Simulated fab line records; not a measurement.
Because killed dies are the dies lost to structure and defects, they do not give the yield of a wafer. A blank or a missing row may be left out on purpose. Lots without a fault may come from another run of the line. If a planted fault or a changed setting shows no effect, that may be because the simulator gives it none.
fab line records    flow n5-finfet
record: lots: 10  wafers: 30  last-day: 17
route steps=1938 shown BEOL_M2@918 TV_OPEN@1889 PAD_METAL@1893 PASSIVATION@1928
lots that met no fault: from a run of the same line without faults
start-h: the number of hours between the record's first day and the start of the first shown wafer of the lot    wait-h: how many hours have passed since the lot's step before this one    " identical to the entry in the row above    L1.1+2: several wafers, shown together as one row    - either no value or no given start    * or withheld: withheld    < > ~ a bound
route shown NAME@n: a module of which the file shows steps, and the number in the route of the first    usual: mean and standard deviation over wafers with no fault    same: alike in all rows    chamber/n: place in a boat    sites: per-site readings    _std_site: the standard deviation of these    _edge_site: mean of outer sites minus mean of inner sites    radius-mm: for every site, how far away it sits from the centre of the wafer    mask NAME#n: copy n    behind: the tool/chamber that last shaped the wafer    hold: what put the lot on hold/how long, in hours/how the hold closed    device: transistor that didn't switch, given as n, p or np    end of line: tests of these same wafers at the route's end    a step given without rows: its recipe and nothing more    killed: count of dies lost to structure and defects at first sort (not the wafer's yield)    map: shows each die of a wafer: x if killed, . if not, _ if none is there
set.NAME: the run value of the setting; set.NAME@STEP: its run value at that earlier step    model.NAME: the simulator's own value behind a step, which no gauge read
a sample of lots followed through the steps of the route, with each step as a table and each wafer as a row
services: from which hour (start-h, from the record's first day; less than 0 if before it) a tool's chamber was out of use, for how many hours, and why
== steps ==
step: N5_BEOL_M2_SPUTTER_94
recipe: material: Cu  target-thk-a: 45  temp-c: -20  chamber-pressure-pa: 0.07  power-w: withheld  time-s: 8.29
usual: throttle-valve-pct: 30.3/0.95
lot.wafer  tool            chamber  start-h  wait-h  throttle-valve-pct
L998.2     pvd-sputter-02  -        137.25   0.1     28.8
L998.4     "               -        "        "       28.0
L998.6     "               -        "        "       30.9
L999.1     pvd-sputter-02  -        149.20   0.1     30.6
L999.4     "               -        "        "       31.0
L999.6     "               -        "        "       30.5
L100.3     pvd-sputter-02  -        157.64   0.1     30.8
L100.5     "               -        "        "       30.9
L100.6     "               -        "        "       30.7
L101.2     pvd-sputter-01  -        176.67   0.1     31.0
L101.4     "               -        "        "       31.9
L101.5     "               -        "        "       29.9
L104.2     pvd-sputter-03  -        188.74   0.1     30.8
L104.3     "               -        "        "       29.6
L104.6     "               -        "        "       30.1
L105.3     pvd-sputter-03  -        193.02   0.1     30.0
L105.5     "               -        "        "       30.2
L105.6     "               -        "        "       30.3
L107.4     pvd-sputter-01  -        209.22   0.1     32.1
L107.5     "               -        "        "       31.0
L107.6     "               -        "        "       31.7
L108.3     pvd-sputter-03  -        210.08   0.1     30.1
L108.4     "               -        "        "       30.1
L108.5     "               -        "        "       30.2
L115.3     pvd-sputter-01  -        250.59   0.1     30.8
L115.5     "               -        "        "       29.8
L115.6     "               -        "        "       31.3
L117.2     pvd-sputter-01  -        253.53   0.1     29.9
L117.3     "               -        "        "       29.6
L117.5     "               -        "        "       30.1
step: N5_PASSIVATION_STRIP_14
recipe: chemistry: O2  power-w: 600  temp-c: 60  pressure-mtorr: 30  rf-frequency-hz: 6e+07  bias-power-w: 0  overash-fraction: 0.5  o2-flow-sccm: 225
usual: drypump-motor-current-A: 5.7/0.39  oes-product-au: 0.80/0.098  rf-vpp-V: 3.8/0.94  showerhead-plenum-p-Torr: 2.11/0.083  temp-c: 59.98/0.12  throttle-valve-pct: 16.64/0.22
same: bias-power-w: 0
lot.wafer  tool         chamber  start-h  wait-h  drypump-motor-current-A  oes-product-au  rf-hours-counter-h  rf-vpp-V  showerhead-plenum-p-Torr  temp-c  throttle-valve-pct
L998.2     rie-diel-02  2        260.37   0.1     5.9                      0.74            165                 3.1       2.09                      59.85   16.93
L998.4     "            0        "        "       5.7                      0.91            -                   4.5       2.14                      59.96   16.43
L998.6     "            3        "        "       4.9                      0.70            -                   4.7       2.00                      59.99   17.16
L999.1     rie-diel-02  2        286.38   0.1     5.8                      0.74            172                 4.9       2.09                      59.99   16.93
L999.4     "            1        "        "       6.4                      0.93            16                  2.8       2.03                      59.81   16.22
L999.6     "            2        "        "       5.8                      0.73            -                   4.1       2.09                      59.94   16.95
L100.3     rie-diel-03  3        292.18   0.1     5.6                      0.68            216                 3.4       2.16                      60.16   16.77
L100.5     "            1        "        "       5.7                      0.76            -                   3.6       2.08                      59.74   16.46
L100.6     "            0        "        "       6.0                      0.82            -                   3.6       2.02                      59.96   16.39
L101.2     rie-diel-02  1        297.01   0.1     6.4                      0.93            20                  3.4       2.03                      59.91   16.23
L101.4     "            1        "        "       6.3                      0.93            -                   4.7       2.03                      59.88   16.18
L101.5     "            0        "        "       5.7                      0.89            -                   3.7       2.14                      60.03   16.46
L104.2     rie-diel-04  1        319.15   0.1     5.2                      0.92            20                  3.3       2.15                      59.89   16.45
L104.3     "            3        "        "       6.3                      0.81            92                  3.3       2.22                      59.90   16.79
L104.6     "            1        "        "       5.2                      0.91            -                   2.4       2.15                      59.97   16.45
L105.3     rie-diel-03  1        328.58   0.1     5.7                      0.74            186                 2.6       2.08                      60.08   16.52
L105.5     "            1        "        "       5.7                      0.73            -                   2.2       2.07                      60.11   16.55
L105.6     "            3        "        "       5.5                      0.67            -                   2.4       2.16                      60.27   16.78
L107.4     rie-diel-04  3        341.21   0.1     6.3                      0.81            98                  2.2       2.22                      59.93   16.82
L107.5     "            3        "        "       6.3                      0.80            -                   4.4       2.22                      59.91   16.79
L107.6     "            0        "        "       5.5                      0.99            -                   3.5       2.22                      60.09   16.39
L108.3     rie-diel-03  1        344.24   0.1     5.7                      0.73            191                 3.3       2.07                      60.22   16.51
L108.4     "            2        "        "       6.0                      0.73            214                 4.1       1.98                      60.21   16.83
L108.5     "            2        "        "       6.0                      0.73            -                   3.3       1.98                      60.08   16.80
L115.3     rie-diel-04  2        386.92   0.1     5.8                      0.69            228                 5.2       2.05                      60.12   16.70
L115.5     "            1        "        "       5.2                      0.89            -                   3.2       2.15                      59.93   16.47
L115.6     "            2        "        "       5.8                      0.68            -                   4.2       2.05                      60.18   16.69
L117.2     rie-diel-03  1        389.19   0.1     5.7                      0.72            203                 5.1       2.07                      60.02   16.53
L117.3     "            3        "        "       5.5                      0.66            244                 2.5       2.15                      59.98   16.79
L117.5     "            3        "        "       5.5                      0.65            -                   3.4       2.15                      59.90   16.86
step: N5_PASSIVATION_DEGAS_18
recipe: ambient: vacuum  temp-c: 300  time-s: 60
usual: heater-power-w: 477/44
lot.wafer  tool            chamber  start-h  wait-h  heater-power-w
L998.2     pvd-sputter-02  -        260.82   0.2     479
L998.4     "               -        "        "       425
L998.6     "               -        "        "       563
L999.1     pvd-sputter-03  -        286.79   0.2     462
L999.4     "               -        "        "       444
L999.6     "               -        "        "       471
L100.3     pvd-sputter-01  -        292.60   0.2     495
L100.5     "               -        "        "       506
L100.6     "               -        "        "       488
L101.2     pvd-sputter-02  -        297.62   0.4     546
L101.4     "               -        "        "       417
L101.5     "               -        "        "       428
L104.2     pvd-sputter-02  -        319.55   0.2     551
L104.3     "               -        "        "       421
L104.6     "               -        "        "       568
L105.3     pvd-sputter-03  -        329.02   0.2     482
L105.5     "               -        "        "       433
L105.6     "               -        "        "       469
L107.4     pvd-sputter-02  -        341.48   0.1     425
L107.5     "               -        "        "       492
L107.6     "               -        "        "       556
L108.3     pvd-sputter-01  -        346.94   2.5     493
L108.4     "               -        "        "       442
L108.5     "               -        "        "       419
L115.3     pvd-sputter-01  -        388.55   1.4     410
L115.5     "               -        "        "       434
L115.6     "               -        "        "       413
L117.2     pvd-sputter-01  -        389.93   0.5     507
L117.3     "               -        "        "       449
L117.5     "               -        "        "       516
step: N5_PASSIVATION_DESCUM_46
recipe: chemistry: O2  time-s: 7.9  source-power-w: 50  bias-power-w: 20  pressure-mtorr: 20  rf-frequency-hz: 2.712e+07  temp-c: 40  o2-flow-sccm: 225
usual: bias-power-w: 20.00/0.063  drypump-motor-current-A: 5.6/0.56  oes-product-au: 0.81/0.085  rf-vpp-V: 243.1/1.5  showerhead-plenum-p-Torr: 2.09/0.074  temp-c: 39.99/0.11  throttle-valve-pct: 20.35/0.26
lot.wafer  tool         chamber  start-h  wait-h  bias-power-w  drypump-motor-current-A  oes-product-au  rf-hours-counter-h  rf-vpp-V  showerhead-plenum-p-Torr  temp-c  throttle-valve-pct
L998.2     rie-diel-05  2        263.76   0.4     19.87         5.5                      0.92            17                  243.5     2.14                      39.89   20.04
L998.4     "            3        "        "       19.97         6.1                      0.69            233                 243.7     2.13                      39.86   20.70
L998.6     "            1        "        "       19.94         5.8                      0.97            -                   242.6     2.05                      40.14   20.15
L999.1     rie-diel-06  3        290.21   0.0     20.00         5.5                      0.92            7                   244.5     2.22                      39.87   20.36
L999.4     "            0        "        "       20.08         5.6                      0.74            199                 243.5     2.08                      39.76   20.44
L999.6     "            3        "        "       20.02         5.5                      0.92            -                   245.3     2.22                      39.98   20.34
L100.3     rie-diel-06  0        295.08   0.0     20.03         5.6                      0.74            201                 244.5     2.08                      40.07   20.46
L100.5     "            2        "        "       20.03         6.6                      0.92            -                   244.7     2.22                      39.97   20.13
L100.6     "            1        "        "       19.97         4.9                      0.72            -                   240.4     2.00                      39.87   20.91
L101.2     rie-diel-06  3        300.44   0.1     20.02         5.4                      0.90            11                  246.2     2.22                      40.03   20.36
L101.4     "            0        "        "       20.02         5.6                      0.74            202                 243.9     2.07                      39.99   20.44
L101.5     "            1        "        "       19.98         4.8                      0.72            -                   240.4     2.00                      40.08   20.91
L104.2     rie-diel-05  0        322.49   0.0     19.95         6.1                      0.82            87                  240.6     2.04                      40.02   20.22
L104.3     "            1        "        "       19.91         5.8                      0.91            27                  242.4     2.05                      40.11   20.17
L104.6     "            0        "        "       19.95         6.1                      0.82            -                   240.5     2.04                      40.20   20.20
L105.3     rie-diel-06  1        331.63   0.0     19.98         4.9                      0.71            213                 241.4     2.00                      39.95   20.92
L105.5     "            2        "        "       20.10         6.7                      0.92            -                   245.1     2.21                      40.11   20.15
L105.6     "            3        "        "       20.01         5.4                      0.89            -                   245.8     2.21                      40.05   20.37
L107.4     rie-diel-01  1        343.96   0.0     20.05         5.1                      0.69            217                 242.3     2.05                      39.92   20.36
L107.5     "            3        "        "       20.12         5.2                      0.87            -                   242.5     2.03                      40.09   20.20
L107.6     "            0        "        "       19.96         4.9                      0.75            -                   241.2     2.01                      39.88   20.70
L108.3     rie-diel-01  1        349.57   0.0     20.01         5.1                      0.69            218                 242.9     2.05                      39.82   20.36
L108.4     "            0        "        "       20.06         4.9                      0.75            168                 243.0     2.01                      40.03   20.69
L108.5     "            1        "        "       20.05         5.1                      0.69            -                   242.6     2.05                      39.86   20.35
L115.3     rie-diel-01  0        391.40   0.0     19.96         4.9                      0.74            180                 241.5     2.01                      40.02   20.70
L115.5     "            0        "        "       20.01         4.9                      0.75            -                   241.2     2.01                      39.89   20.73
L115.6     "            3        "        "       19.95         5.2                      0.84            -                   242.7     2.03                      39.86   20.25
L117.2     rie-diel-06  0        392.68   0.0     19.94         5.6                      0.70            231                 243.9     2.07                      39.88   20.48
L117.3     "            2        "        "       20.15         6.6                      0.88            63                  246.5     2.21                      39.93   20.15
L117.5     "            0        "        "       19.90         5.6                      0.71            -                   243.2     2.07                      39.92   20.49
step: N5_PASSIVATION_PROBE_49
usual: defect-limited-yield: 91.2/1.4  killed_at_M0_to_M3: 35/11  killed_at_M4_up: 14/5.6  killed-at-contacts: 12/5.6  killed-at-front-end: 38/11  killed-at-other: 4/3.4  killed-dies: 103/17  killed-on-rim: 13/3.5  killed-open: 68/12  killed-short: 33/8.8  sort_bin_4_leakage: 0.00/0.007  sort_bin_5_function: 5.1/0.89  sort_bin_6_memory: 3.3/0.71  sort-n-pass: 1077/17  sort-yield-pct: 91.2/1.4
same: gross-dies: 1180  killed-at-back-side: 0  sort_bin_8_speed[%]: 0
lot.wafer  tool       chamber  start-h  wait-h  defect-limited-yield[%]  killed_at_M0_to_M3  killed_at_M4_up  killed-at-contacts  killed-at-front-end  killed-at-other  killed-dies  killed-on-rim  killed-open  killed-short  sort_bin_4_leakage[%]  sort_bin_5_function[%]  sort_bin_6_memory[%]  sort-n-pass  sort-yield-pct[%]
L105.3     prober-02  -        334.77   0.1     84.2                     130                 16               9                   28                   4                187          24             55           25            0                      8.4                     4.7                   993          84.2
L105.5     prober-02  -        334.87   0.2     83.2                     138                 10               13                  28                   9                198          29             64           22            0                      11.2                    3.1                   982          83.2
L105.6     prober-02  -        334.92   0.3     92.8                     26                  21               10                  26                   2                85           14             52           31            0                      4.5                     2.4                   1095         92.8
L108.3     prober-01  -        352.71   0.1     93.4                     25                  17               4                   29                   3                78           11             59           18            0                      4.3                     2.1                   1102         93.4
L108.4     prober-01  -        352.76   0.2     83.7                     143                 8                9                   31                   1                192          28             55           23            0                      9.0                     4.2                   988          83.7
L108.5     prober-01  -        352.81   0.2     86.8                     128                 7                2                   19                   0                156          21             37           13            0                      8.3                     2.5                   1024         86.8
killed by level:class
L105.3 BEOL_M2:unspecified=105 BEOL_M1:geometric-particle:open=10 MOL_CONTACT_COAG:geometric-particle:open=8 BEOL_M2:geometric-particle:open=7 BEOL_M4:geometric-particle:open=6 FIN_SAQP:geometric-particle:short=4 FIN_SAQP:geometric-particle:open=4 STARTING-WAFER:geometric-particle:short=4
L105.5 BEOL_M2:unspecified=111 MOL_CONTACT_COAG:geometric-particle:open=10 BEOL_M2:geometric-particle:open=7 FIN_SAQP:geometric-particle:open=6 BEOL_M1:geometric-particle:open=5 BEOL_M3:geometric-particle:open=5 BEOL_M4:geometric-particle:open=5 GATE_CUT:geometric-particle:open=3
L105.6 BEOL_M4:geometric-particle:open=9 MOL_CONTACT_COAG:geometric-particle:open=7 BEOL_M1:geometric-particle:open=7 BEOL_M0:geometric-particle:open=6 BEOL_M2:geometric-particle:open=5 STARTING-WAFER:geometric-particle:open=5 BEOL_M4:geometric-particle:short=4 STARTING-WAFER:geometric-particle:short=4
L108.3 FIN_SAQP:geometric-particle:open=7 STI_FIN_REVEAL:geometric-particle:open=6 BEOL_M3:geometric-particle:open=6 BEOL_M0_SAQP:geometric-particle:open=5 MOL_CONTACT_COAG:geometric-particle:open=4 BEOL_M6:geometric-particle:short=4 BEOL_M0_SAQP:geometric-particle:short=4 BEOL_M2:geometric-particle:open=4
L108.4 BEOL_M2:unspecified=114 FIN_SAQP:geometric-particle:open=14 BEOL_M2:geometric-particle:open=13 FIN_SAQP:geometric-particle:short=7 MOL_CONTACT_COAG:geometric-particle:open=6 BEOL_M3:geometric-particle:open=6 MOL_CONTACT_COAG:geometric-particle:short=3 BEOL_M0_SAQP:geometric-particle:open=3
L108.5 BEOL_M2:unspecified=103 BEOL_M2:geometric-particle:open=7 FIN_SAQP:geometric-particle:open=6 BEOL_M0:geometric-particle:open=6 FIN_SAQP:geometric-particle:short=5 BEOL_M3:geometric-particle:open=3 BEOL_M5:geometric-particle:open=3 ILD0:geometric-particle:short=2
== services ==
tool            chamber  start-h  hours  kind
rie-diel-04     3        116.29   12.9   repair
rie-diel-05     -        147.49   16.3   repair
pvd-sputter-02  -        162.27   23.5   repair
rie-diel-01     1        164.18   2.6    repair
rie-diel-04     0        176.83   7.2    repair
rie-diel-04     0        204.06   8.8    repair
rie-diel-02     1        257.11   6.0    repair
rie-diel-01     1        266.36   5.0    repair
rie-diel-04     0        284.54   18.3   repair
rie-diel-02     3        293.80   6.4    repair
pvd-sputter-02  -        310.46   4.5    repair
rie-diel-03     0        318.87   4.7    repair
rie-diel-06     -        323.83   2.8    pm
pvd-sputter-02  -        324.98   1.7    repair
rie-diel-03     0        325.59   3.4    repair
pvd-sputter-03  -        330.58   2.5    repair
pvd-sputter-03  -        333.25   7.2    repair
pvd-sputter-02  -        343.85   3.3    repair
rie-diel-04     1        350.14   7.9    repair
rie-diel-06     1        353.19   3.7    repair
rie-diel-01     0        368.40   6.1    repair
rie-diel-04     0        378.54   9.7    repair
pvd-sputter-01  -        379.91   5.9    repair
pvd-sputter-02  -        392.32   6.4    repair
== key ==
first-sign: step: N5_PASSIVATION_PROBE_49  reading: killed_at_M0_to_M3  direction: up  sigmas: 9.4  usual: 35  struck: 135
effect: step: N5_PASSIVATION_PROBE_49  reading: killed-dies  direction: up  sigmas: 4.7  usual: 103  struck: 183
more-kills-born-at: N5_BEOL_M2_SPUTTER_94@pvd-sputter-03: 433
met-at N5_BEOL_M2_SPUTTER_94
struck-lots L105,L108
struck-wafers L105.3,L105.5,L108.4,L108.5
not-acting-at N5_PASSIVATION_STRIP_14,N5_PASSIVATION_DEGAS_18,N5_PASSIVATION_DESCUM_46
onset-between 188.74 193.02
fault: kind: chamber-particle-source  tool: pvd-sputter-03  chamber: -  onset-h: 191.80  steps: N5_BEOL_M2_SPUTTER_94  rate-per-visit-cm2: 1.0433  end-h: 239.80  scope: struck-wafers-only
